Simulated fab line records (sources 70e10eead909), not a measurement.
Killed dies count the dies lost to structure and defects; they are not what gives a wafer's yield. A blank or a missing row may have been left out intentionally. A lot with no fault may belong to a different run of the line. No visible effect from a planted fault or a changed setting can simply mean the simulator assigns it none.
Matching of chambers ; flow nand-harc ; NHARC_A_CHANNEL_FILL_D1_STRIP_28 on rie-diel-12 has 4 sister chambers
The step strips in O2, time 20 s. 4 wafers are shown with their chamber, then 12 later ones without.

== EACH WAFER AND ITS CHAMBER ==
wafer;chamber;drypump-motor-current-A (A)
L088.1;0;6.2
L093.1;2;5.3
L093.4;1;6.4
L093.5;3;5.6

== WAFERS WITH NO CHAMBER GIVEN ==
wafer;drypump-motor-current-A (A)
L092.1;6.4
L092.3;5.3
L092.4;6.1
L094.2;5.3
L094.4;6.2
L094.6;6.1
L097.1;6.4
L097.2;5.6
L097.5;6.2
L096.1;5.3
L096.5;6.2
L096.6;5.6

== CHAMBER TAKEN BY EACH ==
wafer;from the rows above;in truth
L092.1;1;1
L092.3;2;2
L092.4;0;0
L094.2;2;2
L094.4;0;0
L094.6;0;0
L097.1;1;1
L097.2;3;3
L097.5;0;0
L096.1;2;2
L096.5;0;0
L096.6;3;3
Placed correctly: 12 of 12. Not placeable from these rows: 0. Placed wrongly: 0.
How it was worked out, from the rows above alone: a wafer's distance from a chamber is the root of the sum, over the readings, of the square of ((its reading less the chamber's mean) divided by the reading's scatter). The wafer belongs to the nearest chamber; if the next one is less than 2 further off, it can't be placed. A chamber's mean is the mean of its shown wafers. The scatter: root of mean squared gap, hidden wafer to nearest shown wafer, with one shown wafer a chamber.
